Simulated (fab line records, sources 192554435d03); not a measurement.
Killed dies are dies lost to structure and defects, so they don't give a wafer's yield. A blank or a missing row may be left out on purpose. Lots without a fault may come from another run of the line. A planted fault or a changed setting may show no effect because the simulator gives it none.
fab line records | flow n5_finfet
record lots=10 wafers=29 last_day=17
route steps=1938 shown BEOL_M1@766 BEOL_M4@1111 PASSIVATION@1936
lots that met no fault: from a run of the same line without faults
start_h: hours from the record's first day to the start of the lot's first wafer shown | wait_h: hours since the lot's step before | " the same as in the row above | L1.1+2: a row that stands for several wafers | - no value, or no start given | * or withheld: withheld | < > ~ a bound
route shown NAME@n: a module of which the file shows steps, and the number in the route of the first | usual: mean/standard deviation of fault-free wafers | same: alike in all rows | chamber/n: place in a boat | sites: the reading at each site | _std_site: their standard deviation | _edge_site: outer sites' mean less inner sites' | radius_mm: how far each site lies from the wafer's centre | mask NAME#n: copy n | behind: the tool/chamber that last shaped the wafer | hold: why the lot was held/for how many hours/how that ended | device: the transistor (n, p or np) that didn't switch | end of line: the same wafers' tests at the end of the route | a step without rows: its recipe alone | killed: dies lost to structure and defects at the first sort, not the wafer's yield | map: a wafer's dies, x killed, . not, _ none there
set.NAME: the setting as run; set.NAME@STEP: as run at that earlier step | model.NAME: the simulator's own value behind a step, which no gauge read
steps of the route over a sample of lots; a table a step, a row a wafer
services: from which hour (start_h, from the record's first day; less than 0 if before it) a tool's chamber was out of use, for how many hours, and why
## steps
# step N5_BEOL_M1_INSPECT_13
# recipe mode=adi inspect_instrument=brightfield
# usual raw_defect_count=374/87
# columns lot.wafer tool chamber start_h wait_h raw_defect_count
L869.1 defect_inspect-01 - 124.12 0.1 310
L869.4 " - " " 317
L869.6 " - " " 211
L871.2 defect_inspect-01 - 130.69 0.0 337
L871.5 " - " " 288
L871.6 " - " " 348
L873.4 defect_inspect-02 - 146.64 0.0 548
L873.5 " - " " 642
L873.6 " - " " 468
L875.1 defect_inspect-01 - 160.90 0.1 293
L875.2 " - " " 286
L875.6 " - " " 294
L876.2 defect_inspect-01 - 167.38 0.0 338
L876.4 " - " " 347
L876.5 " - " " 437
L879.3 defect_inspect-01 - 183.82 0.0 248
L879.4 " - " " 358
L879.5 " - " " 315
L886.3 defect_inspect-01 - 226.24 0.0 314
L886.4 " - " " 348
L886.5 " - " " 346
L887.2 defect_inspect-01 - 232.50 0.0 305
L887.3 " - " " 436
L887.4 " - " " 381
L888.1 defect_inspect-01 - 243.94 0.1 322
L888.4 " - " " 302
L889.1 defect_inspect-01 - 244.17 0.1 401
L889.3 " - " " 464
L889.5 " - " " 323
# step N5_BEOL_M1_CD_MEAS_28
# recipe landing_energy_ev=500 detector=se_inlens target_cd_y_nm=23.3
# usual cd_nm=24.02/0.26
# columns lot.wafer tool chamber start_h wait_h cd_nm
L869.1 cd_sem-01 0 124.94 - 23.94
L869.4 " 0 " " 23.86
L869.6 " 0 " " 23.92
L871.2 cd_sem-01 0 131.61 - 24.09
L871.5 " 0 " " 23.69
L871.6 " 0 " " 23.82
L873.4 cd_sem-03 0 147.70 - 24.25
L873.5 " 0 " " 24.10
L873.6 " 0 " " 23.97
L875.1 cd_sem-01 0 162.30 - 24.14
L875.2 " 0 " " 24.33
L875.6 " 0 " " 24.02
L876.2 cd_sem-03 0 168.26 - 23.90
L876.4 " 0 " " 23.49
L876.5 " 0 " " 23.40
L879.3 cd_sem-02 0 184.76 - 24.23
L879.4 " 0 " " 23.86
L879.5 " 0 " " 23.85
L886.3 cd_sem-02 0 227.47 - 23.73
L886.4 " 0 " " 23.77
L886.5 " 0 " " 24.28
L887.2 cd_sem-03 0 233.38 - 23.69
L887.3 " 0 " " 23.73
L887.4 " 0 " " 24.23
L888.1 cd_sem-01 0 245.13 - 23.86
L888.4 " 0 " " 24.01
L889.1 cd_sem-02 0 245.41 - 23.65
L889.3 " 0 " " 24.04
L889.5 " 0 " " 23.85
# step N5_BEOL_M1_ETCH_70
# recipe chemistry=N2/H2 target=SOC target_depth_a=800 overetch_a=160 mask_material=SiARC temp_c=40 time_s=120 ion_energy_ev=200 pressure_mtorr=30 source_w=840 bias_w=150 n2_flow_sccm=200 h2_flow_sccm=200
# usual bias_w=150.0/0.39 drypump_motor_current_A=5.6/0.38 oes_product_au=0.60/0.066 rf_vpp_V=523.0/2.6 showerhead_plenum_p_Torr=2.51/0.093 throttle_valve_pct=17.8/0.32
# columns lot.wafer tool chamber start_h wait_h bias_w drypump_motor_current_A oes_product_au rf_hours_counter_h rf_vpp_V showerhead_plenum_p_Torr throttle_valve_pct
L869.1 rie_diel-05 1 128.72 0.0 150.1 6.1 0.54 236 519.6 2.41 17.9
L869.4 " 3 " " 150.2 5.8 0.57 158 519.1 2.43 17.9
L869.6 " 1 " " 149.9 6.1 0.54 - 519.2 2.41 17.9
L871.2 rie_diel-02 0 132.46 0.0 150.6 5.3 0.68 21 525.5 2.59 17.6
L871.5 " 0 " " 149.8 5.3 0.68 - 525.5 2.59 17.6
L871.6 " 1 " " 149.7 5.9 0.53 - 521.9 2.50 17.5
L873.4 rie_diel-02 0 150.55 0.0 149.5 5.3 0.67 26 526.0 2.59 17.6
L873.5 " 3 " " 149.5 6.2 0.53 - 519.7 2.40 18.1
L873.6 " 0 " " 149.6 5.3 0.66 - 525.0 2.59 17.6
L875.1 rie_diel-02 0 166.91 0.0 106.0 5.3 0.66 31 421.6 2.59 17.6
L875.2 " 1 " " 106.4 5.9 0.52 246 419.9 2.49 17.5
L875.6 " 3 " " 106.4 6.2 0.53 - 416.9 2.40 18.1
L876.2 rie_diel-02 2 177.34 0.0 106.4 5.5 0.66 28 421.7 2.49 17.5
L876.4 " 0 " " 106.4 5.3 0.65 34 421.9 2.59 17.6
L876.5 " 0 " " 106.0 5.3 0.66 - 421.1 2.59 17.6
L879.3 rie_diel-02 2 186.69 0.0 106.5 5.5 0.66 32 419.4 2.49 17.5
L879.4 " 2 " " 106.9 5.6 0.66 - 419.0 2.49 17.5
L879.5 " 0 " " 106.3 5.3 0.65 - 423.3 2.59 17.6
L886.3 rie_diel-03 3 239.45 0.0 150.0 5.5 0.57 157 524.1 2.53 17.5
L886.4 " 0 " " 149.9 6.0 0.60 139 519.0 2.42 17.6
L886.5 " 3 " " 149.9 5.5 0.56 - 525.3 2.53 17.4
L887.2 rie_diel-05 1 239.48 0.0 149.7 6.1 0.68 15 527.9 2.72 17.6
L887.3 " 3 " " 150.2 5.8 0.56 196 520.7 2.42 18.0
L887.4 " 3 " " 150.4 5.8 0.56 - 521.6 2.42 18.0
L888.1 rie_diel-05 1 246.42 0.0 150.1 6.1 0.69 18 527.0 2.71 17.6
L888.4 " 0 " " 150.1 5.5 0.54 - 521.5 2.44 18.2
L889.1 rie_diel-02 1 246.62 0.0 149.5 5.9 0.70 18 523.2 2.48 17.1
L889.3 " 3 " " 149.8 6.2 0.71 6 529.0 2.71 17.8
L889.5 " 0 " " 150.6 5.3 0.63 - 524.4 2.58 17.6
# step N5_BEOL_M1_OCD_MEAS_38
# usual trench_depth_nm=54.9/1.2
# columns lot.wafer tool chamber start_h wait_h trench_depth_nm
L869.1 ocd-02 - 129.07 - 55.7
L869.4 " - " " 53.0
L869.6 " - " " 55.9
L871.2 ocd-02 - 132.82 - 56.5
L871.5 " - " " 56.0
L871.6 " - " " 53.4
L873.4 ocd-01 - 150.91 - 56.2
L873.5 " - " " 54.2
L873.6 " - " " 56.2
L875.1 ocd-02 - 167.27 - 56.5
L875.2 " - " " 54.6
L875.6 " - " " 54.3
L876.2 ocd-01 - 177.70 - 56.0
L876.4 " - " " 55.0
L876.5 " - " " 55.4
L879.3 ocd-02 - 187.05 - 55.7
L879.4 " - " " 56.0
L879.5 " - " " 55.3
L886.3 ocd-02 - 239.81 - 53.3
L886.4 " - " " 56.4
L886.5 " - " " 53.6
L887.2 ocd-01 - 239.83 - 56.7
L887.3 " - " " 52.7
L887.4 " - " " 52.9
L888.1 ocd-02 - 246.78 - 57.4
L888.4 " - " " 55.3
L889.1 ocd-01 - 246.98 - 55.6
L889.3 " - " " 54.8
L889.5 " - " " 54.7
# step N5_BEOL_M4_RC_MEAS_101
# usual DIBL_N=36.6/1.8 DIBL_P=37.1/2.1 IOFF_N=0.17/0.033 IOFF_P=0.23/0.039 ION_N=681/13 ION_P=467/8.7 SS_N=71.6/0.59 SS_P=73.4/0.63 VT_N=249/3.4 VT_P=-249/3.7
# columns lot.wafer tool chamber start_h wait_h DIBL_N[mV/V] DIBL_P[mV/V] IOFF_N[nA/um] IOFF_P[nA/um] ION_N[uA/um] ION_P[uA/um] SS_N[mV/dec] SS_P[mV/dec] VT_N[mV] VT_P[mV]
L869.1 prober-01 0 166.57 0.0 38.4 38.5 0.19 0.23 685 469 71.4 74.2 247 -252
L869.4 " 0 " " 36.5 36.3 0.15 0.19 692 470 70.9 73.0 249 -253
L869.6 " 0 " " 38.5 37.2 0.19 0.20 680 457 72.4 73.7 247 -252
L871.2 prober-01 0 184.07 0.2 38.0 40.2 0.19 0.25 693 471 71.1 73.5 245 -248
L871.5 " 0 " " 38.2 38.5 0.18 0.21 672 456 71.4 72.3 249 -251
L871.6 " 0 " " 38.5 40.0 0.18 0.24 686 468 71.2 73.1 249 -248
L873.4 prober-01 0 188.52 0.9 35.7 34.3 0.13 0.18 659 458 71.4 73.7 254 -255
L873.5 " 0 " " 39.7 39.0 0.20 0.24 683 468 72.0 74.4 248 -250
L873.6 " 0 " " 36.5 35.1 0.15 0.18 682 461 71.5 73.4 248 -254
L876.2 prober-01 0 213.57 0.2 35.8 37.8 0.19 0.25 699 476 71.5 73.2 245 -246
L876.4 " 0 " " 37.5 39.7 0.22 0.27 687 468 72.4 74.6 242 -249
L876.5 " 0 " " 36.1 38.7 0.20 0.24 696 473 71.7 73.2 246 -245
L875.1 prober-02 0 215.87 0.0 37.5 38.9 0.18 0.21 692 469 71.5 73.4 248 -253
L875.2 " 0 " " 37.0 38.5 0.18 0.22 690 468 71.0 73.3 248 -251
L875.6 " 0 " " 37.9 38.8 0.18 0.21 673 455 71.7 73.7 253 -254
L879.3 prober-01 0 222.71 0.3 33.9 32.8 0.12 0.17 677 463 70.6 72.5 252 -254
L879.4 " 0 " " 36.8 36.9 0.17 0.23 691 473 71.5 73.4 247 -251
L879.5 " 0 " " 38.0 37.0 0.19 0.23 675 457 72.1 73.6 248 -248
L886.3 prober-01 0 271.44 0.3 35.4 34.9 0.14 0.18 671 463 71.5 72.5 251 -253
L886.4 " 0 " " 35.7 35.0 0.15 0.19 667 456 72.1 72.5 251 -252
L886.5 " 0 " " 35.4 34.0 0.13 0.17 672 462 71.3 73.2 251 -254
L887.2 prober-01 0 285.85 0.2 41.1 37.9 0.23 0.26 681 464 72.8 73.4 247 -248
L887.3 " 0 " " 38.7 36.7 0.17 0.24 688 470 71.3 73.5 252 -248
L887.4 " 0 " " 42.3 40.7 0.27 0.31 699 473 72.5 74.0 245 -246
L888.1 prober-02 0 287.36 0.0 36.7 37.5 0.18 0.25 688 472 72.1 73.5 248 -245
L888.4 " 0 " " 37.9 38.8 0.19 0.26 673 462 72.6 74.4 247 -247
L889.1 prober-02 0 291.15 0.0 38.1 39.0 0.21 0.29 691 475 71.5 73.3 243 -243
L889.3 " 0 " " 34.8 35.4 0.14 0.23 673 476 71.7 72.8 249 -244
L889.5 " 0 " " 36.8 37.6 0.17 0.28 699 487 71.0 72.7 247 -242
# step N5_PASSIVATION_PROBE_49
# usual defect_limited_yield=91.1/1.4 killed_at_M0_to_M3=32/9.4 killed_at_M4_up=14/5.1 killed_at_contacts=11/5.5 killed_at_front_end=44/13 killed_at_other=4/3.2 killed_dies=104/16 killed_open=70/12 killed_short=33/7.8 sort_bin_5_function=5.1/0.91 sort_bin_6_memory=3.4/0.63 sort_n_pass=1075/16 sort_yield_pct=91.2/1.4
# same gross_dies=1180 killed_at_back_side=0 sort_bin_4_leakage[%]=0 sort_bin_8_speed[%]=0
# columns lot.wafer tool chamber start_h wait_h defect_limited_yield[%] killed_at_M0_to_M3 killed_at_M4_up killed_at_contacts killed_at_front_end killed_at_other killed_dies killed_open killed_short sort_bin_5_function[%] sort_bin_6_memory[%] sort_n_pass sort_yield_pct[%]
L869.1 prober-01 - 264.18 0.0 92.9 17 22 9 36 0 84 48 36 4.4 2.5 1096 92.9
L869.4 prober-01 - 264.33 0.2 91.4 33 16 12 40 1 102 67 35 4.4 4.1 1078 91.4
L869.6 prober-01 - 264.43 0.3 92.6 34 16 11 26 0 87 66 21 4.5 2.7 1093 92.6
L876.2 prober-02 - 317.12 0.1 90.9 13 18 12 61 3 107 64 43 4.9 3.9 1073 90.9
L876.4 prober-02 - 317.22 0.2 90.5 31 16 12 49 4 112 70 42 5.7 3.3 1068 90.5
L876.5 prober-02 - 317.27 0.2 91.4 22 14 14 45 7 102 69 33 4.9 3.4 1078 91.4
L886.3 prober-01 - 373.69 0.1 91.2 32 14 19 36 3 104 72 32 5.8 2.5 1076 91.2
L886.4 prober-01 - 373.74 0.2 89.0 51 15 6 58 0 130 89 40 6.2 4.4 1050 89.0
L886.5 prober-01 - 373.79 0.2 92.5 29 14 13 31 1 88 66 21 4.2 3.1 1092 92.5
# killed by level:class
L869.1 FIN_SAQP:geometric_particle:open=11 BEOL_M4:geometric_particle:open=11 FIN_SAQP:geometric_particle:short=8 BEOL_M4:geometric_particle:short=7 MOL_CONTACT_COAG:geometric_particle:open=6 BEOL_M2:geometric_particle:open=6 GATE_CUT:geometric_particle:short=4 BEOL_M1:geometric_particle:open=4
L869.4 BEOL_M4:geometric_particle:open=10 MOL_CONTACT_COAG:geometric_particle:open=9 STI_FIN_REVEAL:geometric_particle:open=8 BEOL_M1:geometric_particle:open=8 FIN_SAQP:geometric_particle:open=7 BEOL_M2:geometric_particle:open=6 DUMMY_GATE:geometric_particle:open=5 BEOL_M0_SAQP:geometric_particle:short=5
L869.6 MOL_CONTACT_COAG:geometric_particle:open=10 BEOL_M2:geometric_particle:open=8 BEOL_M3:geometric_particle:open=8 BEOL_M0_SAQP:geometric_particle:open=7 BEOL_M4:geometric_particle:open=7 STI_FIN_REVEAL:geometric_particle:open=6 FIN_SAQP:geometric_particle:open=5 BEOL_M1:geometric_particle:open=5
L876.2 FIN_SAQP:geometric_particle:short=14 FIN_SAQP:geometric_particle:open=12 MOL_CONTACT_COAG:geometric_particle:open=12 STI_FIN_REVEAL:geometric_particle:open=9 GATE_CUT:geometric_particle:short=8 BEOL_M4:geometric_particle:open=6 BEOL_M0_SAQP:geometric_particle:short=5 DUMMY_GATE:geometric_particle:open=4
L876.4 FIN_SAQP:geometric_particle:short=15 FIN_SAQP:geometric_particle:open=12 MOL_CONTACT_COAG:geometric_particle:open=11 BEOL_M0_SAQP:geometric_particle:short=10 BEOL_M2:geometric_particle:open=8 STI_FIN_REVEAL:geometric_particle:open=6 BEOL_M5:geometric_particle:open=5 DUMMY_GATE:geometric_particle:open=4
L876.5 MOL_CONTACT_COAG:geometric_particle:open=12 FIN_SAQP:geometric_particle:open=9 STI_FIN_REVEAL:geometric_particle:open=8 DUMMY_GATE:geometric_particle:open=7 BEOL_M0_SAQP:geometric_particle:short=7 BEOL_M1:geometric_particle:open=6 FIN_SAQP:geometric_particle:short=5 BEOL_M0_SAQP:geometric_particle:open=4
L886.3 MOL_CONTACT_COAG:geometric_particle:open=15 DUMMY_GATE:geometric_particle:open=12 BEOL_M0_SAQP:geometric_particle:short=11 FIN_SAQP:geometric_particle:open=7 BEOL_M0_SAQP:geometric_particle:open=7 FIN_SAQP:geometric_particle:short=5 MOL_CONTACT_COAG:geometric_particle:short=4 BEOL_M0:geometric_particle:open=4
L886.4 FIN_SAQP:geometric_particle:open=17 BEOL_M0_SAQP:geometric_particle:open=14 FIN_SAQP:geometric_particle:short=13 BEOL_M1:geometric_particle:open=11 BEOL_M0_SAQP:geometric_particle:short=10 BEOL_M4:geometric_particle:open=8 STI_FIN_REVEAL:geometric_particle:open=6 MOL_CONTACT_COAG:geometric_particle:open=5
L886.5 STI_FIN_REVEAL:geometric_particle:open=11 MOL_CONTACT_COAG:geometric_particle:open=10 BEOL_M1:geometric_particle:open=10 BEOL_M4:geometric_particle:open=6 BEOL_M0_SAQP:geometric_particle:short=5 BEOL_M0:geometric_particle:open=5 FIN_SAQP:geometric_particle:open=4 DUMMY_GATE:geometric_particle:open=4
## services
# columns tool chamber start_h hours kind
rie_diel-03 2 110.10 2.5 repair
rie_diel-03 2 125.63 4.1 repair
rie_diel-02 1 146.26 4.1 repair
rie_diel-05 1 177.00 - clean
rie_diel-05 1 177.00 - consumable_replace:focus_ring
rie_diel-05 1 177.00 - consumable_replace:showerhead
rie_diel-05 1 177.00 19.3 scheduled_down
rie_diel-05 1 177.00 19.3 vent_cycle
rie_diel-02 1 180.96 - clean
rie_diel-02 1 180.96 - consumable_replace:focus_ring
rie_diel-02 1 180.96 15.2 scheduled_down
rie_diel-02 1 180.96 15.2 vent_cycle
rie_diel-02 3 207.76 - clean
rie_diel-02 3 207.76 - consumable_replace:focus_ring
rie_diel-02 3 207.76 - consumable_replace:showerhead
rie_diel-02 2 216.74 15.8 repair
rie_diel-05 2 231.02 - clean
rie_diel-05 2 231.02 - consumable_replace:focus_ring
rie_diel-05 2 231.02 16.6 scheduled_down
rie_diel-05 2 231.02 16.6 vent_cycle
rie_diel-02 2 241.45 6.8 repair
## key
first_sign step=N5_BEOL_M1_ETCH_70 reading=bias_w direction=down sigmas=99+ usual=* struck=*
effect step=N5_BEOL_M1_ETCH_70 reading=rf_vpp_V direction=down sigmas=39 usual=523.0 struck=420.5
met_at N5_BEOL_M1_ETCH_70
struck_lots L875,L876,L879
not_acting_at N5_BEOL_M1_INSPECT_13,N5_BEOL_M1_CD_MEAS_28,N5_BEOL_M1_OCD_MEAS_38
onset_between 150.55 166.91
fault kind=process_parameter_drift tool=rie_diel-02 chamber=- onset_h=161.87 steps=N5_BEOL_M1_ETCH_70 channel=bias_w offset=* shape=step end_h=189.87 acts_in=* stated=*
